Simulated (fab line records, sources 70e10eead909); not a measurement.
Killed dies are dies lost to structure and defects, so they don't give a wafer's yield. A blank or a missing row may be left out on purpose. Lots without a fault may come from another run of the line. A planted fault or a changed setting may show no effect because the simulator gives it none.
fab line records | flow nand_harc
record lots=15 wafers=45 last_day=24
route steps=1159 shown A_BLC@979 A_M0@1001
lots that met no fault: from a run of the same line without faults
start_h: hours from the record's first day to the start of the lot's first wafer shown | wait_h: hours since the lot's step before | " the same as in the row above | L1.1+2: a row that stands for several wafers | - no value, or no start given | * or withheld: withheld | < > ~ a bound
route shown NAME@n: a module of which the file shows steps, and the number in the route of the first | usual: mean/standard deviation of fault-free wafers | same: alike in all rows | chamber/n: place in a boat | sites: the reading at each site | _std_site: their standard deviation | _edge_site: outer sites' mean less inner sites' | radius_mm: how far each site lies from the wafer's centre | mask NAME#n: copy n | behind: the tool/chamber that last shaped the wafer | hold: why the lot was held/for how many hours/how that ended | device: the transistor (n, p or np) that didn't switch | end of line: the same wafers' tests at the end of the route | a step without rows: its recipe alone | killed: dies lost to structure and defects at the first sort, not the wafer's yield | map: a wafer's dies, x killed, . not, _ none there
set.NAME: the setting as run; set.NAME@STEP: as run at that earlier step | model.NAME: the simulator's own value behind a step, which no gauge read
steps of the route over a sample of lots; a table a step, a row a wafer
services: from which hour (start_h, from the record's first day; less than 0 if before it) a tool's chamber was out of use, for how many hours, and why
## steps
# step NHARC_A_BLC_ETCH_17
# recipe target_depth_a=3900 over_etch_frac=0.25 time_s=609.38 ion_energy_ev=200 n2_flow_sccm=150 h2_flow_sccm=150 ar_flow_sccm=0 rf_w=400 bias_w=150 chemistry=N2/H2
# usual drypump_motor_current_A=5.7/0.48 h2_flow_sccm=150.0/0.44 oes_product_au=0.998/0.0078 rf_vpp_V=430/3.3 showerhead_plenum_p_Torr=2.01/0.12 throttle_valve_pct=14.173/0.0093
# columns lot.wafer tool chamber start_h wait_h drypump_motor_current_A h2_flow_sccm oes_product_au rf_hours_counter_h rf_vpp_V showerhead_plenum_p_Torr throttle_valve_pct
L397.1 rie_diel-08 2 - - 6.3 150.5 0.990 31 429 2.00 14.166
L397.4 " 3 " " 6.4 150.0 0.997 - 429 1.98 14.171
L397.5 " 1 " " 6.5 149.8 0.991 - 426 1.92 14.166
L399.3 rie_diel-11 3 - - 5.0 150.2 0.993 4 433 2.18 14.175
L399.4 " 2 " " 5.2 150.1 0.997 4 434 2.17 14.180
L399.5 " 3 " " 5.0 150.1 0.990 - 434 2.18 14.170
L398.4 rie_diel-01 3 - - 6.3 149.5 1.006 7 431 2.07 14.177
L398.2 " 0 " " 5.6 149.6 1.002 9 429 1.99 14.176
L398.6 " 3 " " 6.3 149.3 1.012 - 433 2.07 14.181
L400.6 rie_diel-11 1 - - 6.0 150.7 1.003 - 427 1.89 14.180
L400.5 " 2 " " 5.3 149.0 0.990 - 435 2.17 14.186
L400.4 " 3 " " 5.0 150.3 0.990 - 436 2.18 14.173
L404.3 rie_diel-01 3 - - 6.3 150.1 0.994 8 432 2.07 14.183
L404.2 " 0 " " 5.6 150.9 1.008 10 429 1.99 14.176
L404.5 " 3 " " 6.2 150.4 1.000 - 431 2.07 14.180
L403.2 rie_diel-01 3 - - 6.2 150.7 0.991 10 431 2.07 14.180
L403.1 " 1 " " 5.4 151.0 0.986 14 427 1.93 14.168
L403.6 " 0 " " 5.6 149.6 0.991 - 431 1.99 14.163
L405.3 rie_diel-01 2 - - 5.6 149.5 0.998 14 426 1.90 14.173
L405.1 " 0 " " 5.6 150.3 1.007 13 430 1.99 14.167
L405.6 " 2 " " 5.6 149.8 1.001 - 426 1.90 14.146
L402.4 rie_diel-11 3 - - 5.0 149.3 1.011 7 436 2.18 14.168
L402.2 " 0 " " 6.2 150.4 1.000 5 427 1.92 14.164
L402.6 " 3 " " 5.0 149.9 1.011 - 435 2.18 14.164
L407.1 rie_diel-11 3 - - 5.0 149.8 0.997 8 434 2.18 14.166
L407.2 " 0 " " 6.2 150.3 0.997 6 428 1.92 14.170
L407.4 " 1 " " 6.0 150.0 1.001 - 426 1.89 14.160
L406.3 rie_diel-01 0 - - 5.6 149.8 1.007 13 429 1.98 14.191
L406.1 " 1 " " 5.4 150.0 0.991 16 428 1.93 14.171
L406.5 " 2 " " 5.6 149.5 1.001 - 427 1.90 14.166
L409.4 rie_diel-01 0 - - 5.6 149.7 1.006 14 429 1.99 14.177
L409.2 " 1 " " 5.4 149.8 0.987 16 427 1.93 14.170
L409.5 " 0 " " 5.6 149.6 1.002 - 430 1.98 14.177
L412.1 rie_diel-11 0 - - 6.2 148.9 0.994 9 429 1.92 14.175
L412.6 " 0 " " 6.2 150.3 0.998 - 427 1.92 14.174
L412.5 " 1 " " 6.0 149.8 0.993 - 426 1.89 14.178
L419.3 rie_diel-11 1 - - 6.0 149.8 1.001 15 426 1.89 14.166
L419.1 " 2 " " 5.2 149.6 1.002 14 435 2.17 14.168
L419.5 " 3 " " 5.0 150.4 1.004 - 434 2.18 14.190
L417.2 rie_diel-08 3 - - 6.3 150.5 0.980 8 428 1.97 14.166
L417.1 " 0 " " 5.7 150.0 0.991 9 429 1.99 14.174
L417.5 " 2 " " 6.3 150.2 0.986 - 429 1.98 14.170
L420.1 rie_diel-11 1 - - 6.0 150.0 1.004 17 426 1.89 14.162
L420.2 " 3 " " 5.0 150.2 0.991 18 435 2.18 14.178
L420.3 " 0 " " 6.2 149.9 0.994 15 427 1.92 14.177
# step NHARC_A_BLC_STRIP_21
# recipe o2_flow_sccm=500 ar_flow_sccm=0 bias_w=0 chemistry=O2
# usual drypump_motor_current_A=5.7/0.43 oes_product_au=0.999/0.0087 rf_vpp_V=57.7/0.97 showerhead_plenum_p_Torr=3.46/0.15 throttle_valve_pct=17.037/0.0089
# columns lot.wafer tool chamber start_h wait_h drypump_motor_current_A oes_product_au rf_hours_counter_h rf_vpp_V showerhead_plenum_p_Torr throttle_valve_pct
L397.4 rie_diel-01 3 399.48 0.1 6.3 1.008 6 57.2 3.58 17.037
L397.1 " 0 " " 5.6 1.014 7 58.6 3.45 17.033
L397.5 " 0 " " 5.6 0.997 - 57.5 3.45 17.038
L399.4 rie_diel-01 0 419.54 0.1 5.6 1.019 8 56.7 3.45 17.027
L399.3 " 3 " " 6.2 1.005 7 56.2 3.58 17.021
L399.5 " 0 " " 5.6 1.010 - 56.2 3.45 17.036
L398.2 rie_diel-11 3 429.89 0.3 5.0 1.006 5 58.7 3.75 17.039
L398.4 " 2 " " 5.3 0.990 - 58.6 3.74 17.038
L398.6 " 3 " " 5.0 1.000 - 59.5 3.76 17.042
L400.4 rie_diel-01 3 434.56 0.1 6.3 0.996 8 57.1 3.58 17.028
L400.6 " 2 " " 5.6 1.000 - 57.6 3.32 17.058
L400.5 " 3 " " 6.2 1.007 - 57.4 3.58 17.047
L404.3 rie_diel-11 3 435.88 0.1 5.0 1.014 6 58.9 3.75 17.043
L404.2 " 1 " " 6.0 1.004 6 57.2 3.29 17.032
L404.5 " 1 " " 6.0 1.003 - 56.8 3.29 17.019
L403.2 rie_diel-01 3 450.07 0.1 6.3 0.996 11 58.3 3.58 17.040
L403.1 " 1 " " 5.4 0.985 15 57.7 3.36 17.040
L403.6 " 0 " " 5.6 1.013 - 57.8 3.44 17.031
L405.3 rie_diel-11 0 451.54 0.1 6.2 1.006 5 57.2 3.34 17.041
L405.1 " 2 " " 5.3 0.984 7 57.2 3.73 17.042
L405.6 " 1 " " 6.0 1.007 - 58.2 3.29 17.043
L402.2 rie_diel-01 0 454.28 0.1 5.6 1.016 13 56.5 3.44 17.047
L402.4 " 1 " " 5.3 0.991 15 57.8 3.36 17.056
L402.6 " 3 " " 6.3 1.006 - 58.8 3.58 17.050
L407.4 rie_diel-01 3 456.48 0.1 6.3 1.008 12 57.2 3.58 17.052
L407.1 " 0 " " 5.6 0.996 13 58.1 3.44 17.036
L407.2 " 1 " " 5.4 0.989 16 57.9 3.36 17.025
L406.1 rie_diel-11 0 457.94 0.1 6.2 1.012 7 57.7 3.34 17.031
L406.3 " 1 " " 6.0 1.011 8 58.3 3.29 17.051
L406.5 " 0 " " 6.2 0.994 - 57.9 3.34 17.044
L409.4 rie_diel-08 2 461.43 0.1 6.3 1.000 60 56.0 3.45 17.038
L409.2 " 3 " " 6.4 0.999 58 57.5 3.43 17.036
L409.5 " 2 " " 6.3 0.997 - 56.5 3.45 17.025
L412.1 rie_diel-01 3 482.08 0.1 6.2 1.002 14 58.9 3.58 17.022
L412.6 " 0 " " 5.6 1.009 - 58.2 3.44 17.038
L412.5 " 1 " " 5.3 0.996 - 56.8 3.36 17.028
L419.3 rie_diel-01 3 511.35 0.1 6.3 0.988 1 56.4 3.58 17.044
L419.1 " 0 " " 5.6 0.998 1 58.2 3.44 17.042
L419.5 " 0 " " 5.6 0.997 - 58.1 3.44 17.037
L417.2 rie_diel-11 0 512.08 0.1 6.2 1.012 14 57.7 3.34 17.047
L417.1 " 1 " " 6.0 1.006 15 57.1 3.29 17.040
L417.5 " 1 " " 6.0 1.003 - 57.8 3.29 17.032
L420.1 rie_diel-01 3 535.79 0.1 6.3 0.984 4 57.8 3.58 17.030
L420.2 " 1 " " 5.4 1.011 4 57.8 3.36 17.044
L420.3 " 2 " " 5.6 1.006 3 58.1 3.31 17.031
# step NHARC_A_BLC_PVD_32
# recipe target_thk_a=50 chamber_pressure_pa=5 power_w=5000 substrate_temp_c=200 time_s=17.7 material=Ti
# usual throttle_valve_pct=29.8/1
# columns lot.wafer tool chamber start_h wait_h throttle_valve_pct
L397.4 pvd_sputter-01 - - - 28.4
L397.1 " - " " 31.0
L397.5 " - " " 28.4
L399.3 pvd_sputter-02 - - - 29.6
L399.4 " - " " 30.6
L399.5 " - " " 30.2
L398.4 pvd_sputter-02 - - - 29.3
L398.2 " - " " 30.3
L398.6 " - " " 29.4
L400.4 pvd_sputter-01 - - - 30.5
L400.5 " - " " 28.5
L400.6 " - " " 28.4
L404.3 pvd_sputter-02 - - - 30.4
L404.2 " - " " 29.9
L404.5 " - " " 29.4
L403.1 pvd_sputter-03 - - - 29.3
L403.2 " - " " 31.1
L403.6 " - " " 29.0
L405.3 pvd_sputter-02 - - - 30.3
L405.1 " - " " 29.4
L405.6 " - " " 30.2
L402.4 pvd_sputter-01 - - - 28.6
L402.2 " - " " 31.0
L402.6 " - " " 28.6
L407.2 pvd_sputter-01 - - - 28.5
L407.4 " - " " 28.3
L407.1 " - " " 31.1
L406.1 pvd_sputter-01 - - - 28.5
L406.3 " - " " 30.6
L406.5 " - " " 28.3
L409.2 pvd_sputter-01 - - - 31.1
L409.4 " - " " 30.6
L409.5 " - " " 30.8
L412.1 pvd_sputter-03 - - - 31.7
L412.5 " - " " 31.1
L412.6 " - " " 29.3
L419.3 pvd_sputter-01 - - - 28.3
L419.1 " - " " 28.4
L419.5 " - " " 30.7
L417.2 pvd_sputter-03 - - - 31.4
L417.1 " - " " 28.7
L417.5 " - " " 31.7
L420.2 pvd_sputter-01 - - - 30.7
L420.1 " - " " 28.8
L420.3 " - " " 28.1
# step NHARC_A_M0_EXPOSE_06
# recipe na=1.35 target_cd_nm=80 dose_mj=83.25 mask_id=A_M0
# same na=1.35
# columns lot.wafer tool chamber start_h wait_h mask
L397.1+4+5 arfi_scanner-01 0 413.60 - A_M0#0
L399.3+4+5 arfi_scanner-02 0 422.14 - A_M0#0
L398.2+4+6 arfi_scanner-02 0 432.46 - A_M0#0
L400.4+5+6 arfi_scanner-01 0 444.74 - A_M0#0
L404.2+3+5 arfi_scanner-03 0 445.18 - A_M0#0
L403.1+2+6 arfi_scanner-02 0 455.58 - A_M0#0
L405.1+3+6 arfi_scanner-03 0 456.33 - A_M0#0
L402.2+4+6 arfi_scanner-02 0 459.49 - A_M0#0
L407.1+2+4 arfi_scanner-01 0 460.06 - A_M0#0
L406.1+3+5 arfi_scanner-03 0 461.05 - A_M0#0
L409.2+4+5 arfi_scanner-03 0 469.56 - A_M0#0
L412.1+5+6 arfi_scanner-01 0 494.11 - A_M0#0
L419.1+3+5 arfi_scanner-02 0 516.84 - A_M0#0
L417.1+2+5 arfi_scanner-02 0 518.78 - A_M0#0
L420.1+2+3 arfi_scanner-02 0 539.02 - A_M0#0
# step NHARC_A_M0_CD_MEAS_09
# recipe target_cd_nm=80 landing_energy_ev=500
# usual cd_nm=80.3/0.71
# same landing_energy_ev=500
# columns lot.wafer tool chamber start_h wait_h cd_nm
L397.1 cd_sem-03 0 413.74 - 80.1
L397.4 " 0 " " 80.5
L397.5 " 0 " " 80.3
L399.3 cd_sem-02 0 422.28 - 80.4
L399.4 " 0 " " 80.5
L399.5 " 0 " " 80.1
L398.2 cd_sem-01 0 432.60 - 80.8
L398.4 " 0 " " 79.9
L398.6 " 0 " " 80.4
L400.4 cd_sem-02 0 444.88 - 81.7
L400.5 " 0 " " 80.0
L400.6 " 0 " " 80.3
L404.2 cd_sem-02 0 445.32 - 80.3
L404.3 " 0 " " 81.8
L404.5 " 0 " " 81.0
L403.1 cd_sem-03 0 455.72 - 79.2
L403.2 " 0 " " 80.5
L403.6 " 0 " " 79.9
L405.1 cd_sem-01 0 456.47 - 79.8
L405.3 " 0 " " 79.2
L405.6 " 0 " " 78.9
L402.2 cd_sem-03 0 459.63 - 80.9
L402.4 " 0 " " 80.4
L402.6 " 0 " " 79.3
L407.1 cd_sem-02 0 460.20 - 78.8
L407.2 " 0 " " 78.9
L407.4 " 0 " " 80.0
L406.1 cd_sem-02 0 461.19 - 79.2
L406.3 " 0 " " 79.5
L406.5 " 0 " " 81.4
L409.2 cd_sem-01 0 469.70 - 79.8
L409.4 " 0 " " 79.0
L409.5 " 0 " " 78.9
L412.1 cd_sem-03 0 494.25 - 79.1
L412.5 " 0 " " 80.0
L412.6 " 0 " " 80.4
L419.1 cd_sem-02 0 516.98 - 64.7
L419.3 " 0 " " 81.0
L419.5 " 0 " " 62.8
L417.1 cd_sem-03 0 518.92 - 62.1
L417.2 " 0 " " 80.5
L417.5 " 0 " " 64.6
L420.1 cd_sem-02 0 539.15 - 62.0
L420.2 " 0 " " 79.3
L420.3 " 0 " " 80.4
# step NHARC_A_M0_CD_MEAS_16
# usual cd_nm=80.3/0.96
# columns lot.wafer tool chamber start_h wait_h cd_nm
L397.1 cd_sem-01 - 414.23 - 80.8
L397.4 " - " " 79.9
L397.5 " - " " 80.5
L399.3 cd_sem-01 - 422.76 - 80.4
L399.4 " - " " 80.9
L399.5 " - " " 80.7
L398.2 cd_sem-01 - 433.08 - 80.8
L398.4 " - " " 79.4
L398.6 " - " " 79.7
L400.4 cd_sem-03 - 445.38 - 83.2
L400.5 " - " " 80.5
L400.6 " - " " 80.8
L404.2 cd_sem-01 - 445.81 - 81.6
L404.3 " - " " 81.8
L404.5 " - " " 82.1
L403.1 cd_sem-03 - 456.22 - 80.1
L403.2 " - " " 80.6
L403.6 " - " " 79.6
L405.1 cd_sem-02 - 456.95 - 79.9
L405.3 " - " " 79.3
L405.6 " - " " 79.2
L402.2 cd_sem-02 - 460.11 - 81.2
L402.4 " - " " 79.6
L402.6 " - " " 78.5
L407.1 cd_sem-02 - 460.69 - 78.9
L407.2 " - " " 79.0
L407.4 " - " " 77.7
L406.1 cd_sem-02 - 461.68 - 78.6
L406.3 " - " " 80.5
L406.5 " - " " 80.6
L409.2 cd_sem-01 - 470.23 - 79.2
L409.4 " - " " 78.7
L409.5 " - " " 78.9
L412.1 cd_sem-03 - 494.74 - 78.8
L412.5 " - " " 80.2
L412.6 " - " " 80.2
L419.1 cd_sem-01 - 517.47 - 65.5
L419.3 " - " " 80.9
L419.5 " - " " 62.2
L417.1 cd_sem-02 - 519.41 - 62.3
L417.2 " - " " 80.2
L417.5 " - " " 65.6
L420.1 cd_sem-03 - 539.69 - 62.3
L420.2 " - " " 78.5
L420.3 " - " " 80.3
## services
# columns tool chamber start_h hours kind
pvd_sputter-03 - 376.11 16.5 repair
pvd_sputter-02 - 392.02 10.0 pm
rie_diel-08 0 397.27 2.3 repair
rie_diel-01 0 397.32 - clean
rie_diel-01 1 397.32 - clean
rie_diel-01 2 397.32 - clean
rie_diel-01 3 397.32 - clean
rie_diel-01 0 421.82 - clean
rie_diel-01 1 421.82 - clean
rie_diel-01 2 421.82 - clean
rie_diel-01 3 421.82 - clean
rie_diel-11 0 426.37 15.6 repair
arfi_scanner-02 - 428.00 4.0 pm
arfi_scanner-01 - 441.42 2.6 repair
rie_diel-11 2 453.99 5.9 repair
pvd_sputter-03 - 458.02 10.0 pm
rie_diel-01 3 478.11 3.8 repair
rie_diel-08 - 479.89 9.0 pm
arfi_scanner-02 - 481.43 0.6 repair
arfi_scanner-03 - 484.00 4.0 pm
arfi_scanner-01 - 484.77 4.0 pm
rie_diel-01 - 491.80 9.0 pm
rie_diel-11 0 503.81 2.8 repair
pvd_sputter-01 - 514.06 10.0 pm
## key
first_sign step=NHARC_A_M0_CD_MEAS_09 reading=cd_nm direction=down sigmas=24 usual=80.3 struck=63.2
effect step=NHARC_A_M0_CD_MEAS_16 reading=cd_nm direction=down sigmas=17 usual=80.3 struck=63.6
met_at NHARC_A_M0_EXPOSE_06
struck_lots L417,L419,L420
struck_wafers L417.1,L417.5,L419.1,L419.5,L420.1
later_rows_left_out L417.1,L417.5,L419.1,L419.5,L420.1
sort_left_out L417.1,L417.5,L419.1,L419.5,L420.1
not_acting_at NHARC_A_BLC_ETCH_17,NHARC_A_BLC_STRIP_21,NHARC_A_BLC_PVD_32
onset_between 459.49 516.84
fault kind=process_parameter_drift tool=arfi_scanner-02 chamber=- onset_h=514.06 steps=NHARC_A_M0_EXPOSE_06 channel=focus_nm offset=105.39 shape=step end_h=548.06 scope=struck_wafers_only
# sort_left_out: the simulated sort isn't trusted on such a fault, so these wafers' sort isn't shown, and their yield isn't known
# later_rows_left_out: the simulator's readings of these wafers behind a module that went badly wrong aren't trusted and aren't shown, but for the sort
